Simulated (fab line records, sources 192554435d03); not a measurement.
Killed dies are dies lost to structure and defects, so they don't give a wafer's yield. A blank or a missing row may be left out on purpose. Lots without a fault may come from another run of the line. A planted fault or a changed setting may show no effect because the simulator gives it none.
Which tool did it? | flow n5_finfet | 10 lots, 30 wafers sampled, at 6 steps of a route of 1938

WHAT THE GAUGES READ, wafer by wafer
N5_BEOL_M2_THK_MEAS_01.
lot  | measured     | on            | M2_ILD_THK (nm)
L939 | day 7 17:12  | film_metro-01 | 79.5 79.1 78.7
L940 | day 7 20:36  | film_metro-02 | 161.7 160.5 160.3
L941 | day 7 21:37  | film_metro-02 | 78.2 79.5 79.9
L945 | day 8 22:38  | film_metro-01 | 156.4 160.9 160.7
L947 | day 9 09:05  | film_metro-02 | 80.7 79.4 80.0
L949 | day 9 19:22  | film_metro-01 | 78.3 79.7 79.5
L950 | day 10 00:55 | film_metro-02 | 77.6 78.9 78.9
L953 | day 10 22:07 | film_metro-02 | 79.6 81.2 80.6
L957 | day 12 01:50 | film_metro-02 | 78.4 79.5 79.4
L959 | day 12 12:28 | film_metro-02 | 77.8 77.8 79.3

N5_BEOL_M4_RC_MEAS_101.
lot  | measured     | on        | DIBL_N (mV/V)  | DIBL_P (mV/V)  | IOFF_N (nA/um)    | IOFF_P (nA/um)    | ION_N (uA/um) | ION_P (uA/um) | SS_N (mV/dec)  | SS_P (mV/dec)  | VT_N (mV)         | VT_P (mV)
L939 | day 9 04:06  | prober-02 | 35.5 36.6 34.2 | 37.1 38.6 34.9 | 0.148 0.168 0.125 | 0.205 0.224 0.172 | 671 675 659   | 465 460 456   | 71.2 71.8 70.9 | 73.5 73.5 72.6 | 253.1 249.6 253.6 | -252 -252 -254
L941 | day 9 09:45  | prober-02 | 35.2 37.9 36.1 | 34.1 36.5 35.4 | 0.142 0.191 0.153 | 0.178 0.215 0.193 | 667 691 671   | 462 463 459   | 71.2 72.1 71.2 | 73.3 73.6 73.2 | 253.4 248.8 251.1 | -255 -253 -253
L947 | day 10 15:59 | prober-02 | 35.2 36.1 38.4 | 36.0 36.6 39.9 | 0.148 0.172 0.212 | 0.232 0.246 0.302 | 675 668 682   | 468 468 472   | 70.5 71.4 71.5 | 72.0 72.3 73.9 | 250.1 247.9 244.5 | -248 -247 -244
L949 | day 11 06:36 | prober-01 | 34.8 35.3 36.8 | 35.5 36.7 38.5 | 0.147 0.165 0.186 | 0.234 0.258 0.295 | 664 683 668   | 466 474 473   | 71.8 72.0 73.2 | 73.1 73.3 73.8 | 249.3 247.6 245.2 | -247 -245 -242
L950 | day 11 18:43 | prober-02 | 34.4 35.7 35.8 | 35.2 37.0 36.9 | 0.136 0.159 0.158 | 0.204 0.217 0.223 | 666 682 670   | 464 461 466   | 71.6 71.2 71.7 | 73.7 73.5 73.5 | 253.6 253.2 249.6 | -250 -250 -249
L953 | day 12 07:55 | prober-02 | 37.0 37.5 37.3 | 38.0 37.7 37.9 | 0.185 0.187 0.180 | 0.256 0.247 0.249 | 686 677 680   | 470 460 467   | 71.1 72.3 71.8 | 73.8 73.7 73.4 | 248.4 250.2 248.8 | -249 -247 -246
L957 | day 13 10:22 | prober-01 | 35.9 34.6 36.0 | 37.2 35.2 37.6 | 0.158 0.136 0.166 | 0.203 0.166 0.203 | 675 668 682   | 467 458 463   | 71.4 70.9 71.8 | 73.2 73.3 73.5 | 251.6 251.9 249.8 | -253 -258 -252
L959 | day 14 04:43 | prober-02 | 36.6 37.2 34.9 | 35.7 36.7 33.8 | 0.149 0.164 0.132 | 0.218 0.243 0.196 | 661 665 667   | 460 458 467   | 71.8 72.8 71.7 | 73.4 73.9 72.7 | 251.6 250.0 254.0 | -250 -248 -251

WHICH TOOL RAN EACH LOT (tool, then ch and the chambers of the sampled wafers, then the start)
lot  | N5_BEOL_M1_SPUTTER_86        | N5_BEOL_M1_ANNEAL_95         | N5_BEOL_M1_SPUTTER_96        | N5_BEOL_M2_ILD_DEP_00
L939 | pvd_sputter-02, day 7 12:17  | pvd_sputter-02, day 7 13:16  | pvd_sputter-02, day 7 13:23  | pecvd-01 ch 0,1,2, day 7 17:09
L940 | pvd_sputter-02, day 7 16:59  | pvd_sputter-02, day 7 17:58  | pvd_sputter-02, day 7 18:05  | pecvd-04 ch 0,1,2, day 7 20:19
L941 | pvd_sputter-02, day 7 19:04  | pvd_sputter-02, day 7 20:01  | pvd_sputter-02, day 7 20:10  | pecvd-04 ch 1,2, day 7 21:32
L945 | pvd_sputter-03, day 8 20:06  | pvd_sputter-03, day 8 21:04  | pvd_sputter-03, day 8 21:12  | pecvd-01 ch 0,1, day 8 22:20
L947 | pvd_sputter-02, day 9 06:49  | pvd_sputter-02, day 9 07:46  | pvd_sputter-02, day 9 07:55  | pecvd-04 ch 0,1,2, day 9 09:01
L949 | pvd_sputter-02, day 9 17:02  | pvd_sputter-02, day 9 17:59  | pvd_sputter-02, day 9 18:08  | pecvd-02 ch 0, day 9 19:17
L950 | pvd_sputter-03, day 9 22:35  | pvd_sputter-03, day 9 23:33  | pvd_sputter-03, day 9 23:41  | pecvd-02 ch 0, day 10 00:50
L953 | pvd_sputter-03, day 10 19:45 | pvd_sputter-03, day 10 20:43 | pvd_sputter-03, day 10 20:51 | pecvd-04 ch 0,2, day 10 22:03
L957 | pvd_sputter-03, day 11 23:34 | pvd_sputter-03, day 12 00:31 | pvd_sputter-03, day 12 00:40 | pecvd-01 ch 0,2, day 12 01:46
L959 | pvd_sputter-03, day 12 10:11 | pvd_sputter-03, day 12 11:09 | pvd_sputter-03, day 12 11:17 | pecvd-02 ch 0,1,2, day 12 12:24
- N5_BEOL_M1_SPUTTER_86: material Cu, target thk 4.5 nm, time 8.29 s.
- N5_BEOL_M1_ANNEAL_95: time 240 s.
- N5_BEOL_M1_SPUTTER_96: material Cu, target thk 4.5 nm, time 8.29 s.
- N5_BEOL_M2_ILD_DEP_00: deposits SiOC from DEMS/O2, target thk 79 nm, time 15.3 s.

WHAT THE TOOLS THEMSELVES READ (means of the sampled wafers that have a number; where no wafer has one, the mark that the record gives instead)
N5_BEOL_M1_SPUTTER_86.
lot  | tool           | throttle_valve_pct (%)
L939 | pvd_sputter-02 | 30.8
L940 | pvd_sputter-02 | 30.9
L941 | pvd_sputter-02 | 30.9
L945 | pvd_sputter-03 | 30.3
L947 | pvd_sputter-02 | 30.6
L949 | pvd_sputter-02 | 30.9
L950 | pvd_sputter-03 | 30.1
L953 | pvd_sputter-03 | 30.0
L957 | pvd_sputter-03 | 30.1
L959 | pvd_sputter-03 | 30.3

N5_BEOL_M1_ANNEAL_95.
lot  | tool           | heater_power_w (W)
L939 | pvd_sputter-02 | 854
L940 | pvd_sputter-02 | 841
L941 | pvd_sputter-02 | 792
L945 | pvd_sputter-03 | 872
L947 | pvd_sputter-02 | 819
L949 | pvd_sputter-02 | 847
L950 | pvd_sputter-03 | 899
L953 | pvd_sputter-03 | 825
L957 | pvd_sputter-03 | 809
L959 | pvd_sputter-03 | 849

N5_BEOL_M1_SPUTTER_96.
lot  | tool           | throttle_valve_pct (%)
L939 | pvd_sputter-02 | 30.8
L940 | pvd_sputter-02 | 30.6
L941 | pvd_sputter-02 | 30.6
L945 | pvd_sputter-03 | 30.1
L947 | pvd_sputter-02 | 30.6
L949 | pvd_sputter-02 | 30.8
L950 | pvd_sputter-03 | 30.2
L953 | pvd_sputter-03 | 30.0
L957 | pvd_sputter-03 | 29.9
L959 | pvd_sputter-03 | 30.0

N5_BEOL_M2_ILD_DEP_00.
lot  | tool     | heater_power_w (W) | rf_fwd_power_W (W) | showerhead_plenum_p_Torr (Torr) | showerhead_vpp_V (V) | throttle_valve_pct (%)
L939 | pecvd-01 | 443                | 495.2              | 5.693                           | 1387                 | 12.0
L940 | pecvd-04 | 459                | 491.7              | 5.697                           | 1410                 | 11.8
L941 | pecvd-04 | 475                | 493.6              | 5.703                           | 1437                 | 11.3
L945 | pecvd-01 | 450                | 494.9              | 5.675                           | 1407                 | 12.2
L947 | pecvd-04 | 470                | 493.7              | 5.708                           | 1401                 | 11.9
L949 | pecvd-02 | 437                | 496.1              | 5.690                           | 1301                 | 12.0
L950 | pecvd-02 | 412                | 496.5              | 5.691                           | 1304                 | 12.2
L953 | pecvd-04 | 480                | 491.6              | 5.697                           | 1404                 | 11.9
L957 | pecvd-01 | 485                | 492.9              | 5.697                           | 1383                 | 12.7
L959 | pecvd-02 | 578                | 494.1              | 5.676                           | 1371                 | 12.0

THE ANSWER, worked out from the rows above alone
Rule: what is usual is taken from the lots themselves. Put in order of their means at a reading, lots are off if they are a third of the lots or fewer, leave a main group of 4 or more, and stand apart from it by a gap of 3 or more times the standard deviation of the main group's means; of several such gaps the widest counts. A main group whose means are all the same, to the digits that the tables above print for the reading, isn't used. A lot without any number at a reading at which 4 lots or more have one is off too. The other lots that the step has rows for count as sound. The gauges are gone through in route order, then the tools' own readings, and for those a lot's mean is taken as printed above. The first step at which some lot is off is used, and at that step the reading that is off furthest; a lot without a number counts as furthest.
Off: L940, L945, at N5_BEOL_M2_THK_MEAS_01 (M2_ILD_THK). The main group: mean 79.2 nm, standard deviation 0.68.
A tool fits if, at a process step before that reading, it ran every lot that is off, and no sound lot after the first of them. The gauges at N5_BEOL_M2_THK_MEAS_01 are tried like those tools. None of those tried fits.

WHAT THE SIMULATOR HAD PUT IN
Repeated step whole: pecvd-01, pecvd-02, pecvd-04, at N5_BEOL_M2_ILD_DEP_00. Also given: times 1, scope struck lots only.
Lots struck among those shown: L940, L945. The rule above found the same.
